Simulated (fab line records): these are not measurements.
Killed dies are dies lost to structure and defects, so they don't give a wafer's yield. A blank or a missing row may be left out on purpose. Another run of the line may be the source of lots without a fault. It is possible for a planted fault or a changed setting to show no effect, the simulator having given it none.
Chamber matching | flow nand harc | NHARC_A_STAIRCASE_ALD_420 on ald hk-03: 4 sister chambers
The step deposits SiO2, target thk 20 nm, pulse time 6 s, ald cycles 200. 4 wafers are shown with their chamber, then 7 later ones without.

== WAFERS WITH THEIR CHAMBER ==
wafer  | chamber | heater power outer w (W)
L845.3 | 3       | 288
L854.5 | 0       | 270
L855.1 | 1       | 266
L855.2 | 2       | 281

== WAFERS WHOSE CHAMBER IS MISSING ==
wafer  | heater power outer w (W)
L855.3 | 285
L863.1 | 275
L863.2 | 279
L863.4 | 267
L862.2 | 264
L862.3 | 291
L862.6 | 286

== EACH ONE'S CHAMBER ==
wafer  | from the rows above          | in truth
L855.3 | can't be placed: 3 or 2      | 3
L863.1 | can't be placed: 0 or 2 or 1 | 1
L863.2 | 2                            | 2
L863.4 | can't be placed: 1 or 0      | 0
L862.2 | can't be placed: 1 or 0      | 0
L862.3 | 3                            | 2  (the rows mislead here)
L862.6 | can't be placed: 3 or 2      | 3
1 of 7 placed correctly. Cannot be placed on the basis of these rows: 5; the candidates contain the true chamber in 5. Number placed wrongly: 1.
How it was worked out, from the rows above alone: a wafer's distance from a chamber is the root of the sum, over the readings, of the square of ((its reading less the chamber's mean) divided by the reading's scatter). The wafer belongs to the nearest chamber; if the next one is less than 2 further off, it can't be placed. The mean given for a chamber averages the wafers shown for that chamber. The scatter: root of mean squared gap, hidden wafer to nearest shown wafer, with one shown wafer a chamber.
